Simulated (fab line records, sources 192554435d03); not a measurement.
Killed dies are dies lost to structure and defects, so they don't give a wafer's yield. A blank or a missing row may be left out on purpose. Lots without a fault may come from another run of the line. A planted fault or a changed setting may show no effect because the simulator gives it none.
Chamber matching | flow n5_finfet | N5_BEOL_M1_STRIP_19 on rie_diel-06: 4 sister chambers
The step strips in O2. 4 wafers are shown with their chamber, then 7 later ones without.

WAFERS WITH THEIR CHAMBER
wafer  | chamber | drypump_motor_current_A (A)
L085.1 | 2       | 6.2
L085.3 | 3       | 5.3
L089.1 | 1       | 5.5
L089.3 | 0       | 5.6

WAFERS WITHOUT THEIR CHAMBER
wafer  | drypump_motor_current_A (A)
L089.6 | 5.5
L093.3 | 6.2
L093.4 | 5.6
L093.5 | 5.2
L096.1 | 5.2
L096.4 | 5.6
L096.5 | 5.6

WHICH CHAMBER EACH WENT THROUGH
wafer  | from the rows above     | in truth
L089.6 | can't be placed: 1 or 0 | 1
L093.3 | 2                       | 2
L093.4 | can't be placed: 0 or 1 | 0
L093.5 | 3                       | 3
L096.1 | 3                       | 3
L096.4 | can't be placed: 0 or 1 | 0
L096.5 | can't be placed: 0 or 1 | 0
Placed correctly: 3 of 7. Can't be placed from these rows: 4 (the true chamber is among the candidates in 4). Placed wrongly: 0.
How it was worked out, from the rows above alone: a wafer's distance from a chamber is the root of the sum, over the readings, of the square of ((its reading less the chamber's mean) divided by the reading's scatter). The wafer belongs to the nearest chamber; if the next one is less than 2 further off, it can't be placed. A chamber's mean is the mean of its shown wafers. The scatter: with one shown wafer a chamber, the root of the mean of the squares of how far each hidden wafer lies from its nearest shown one.
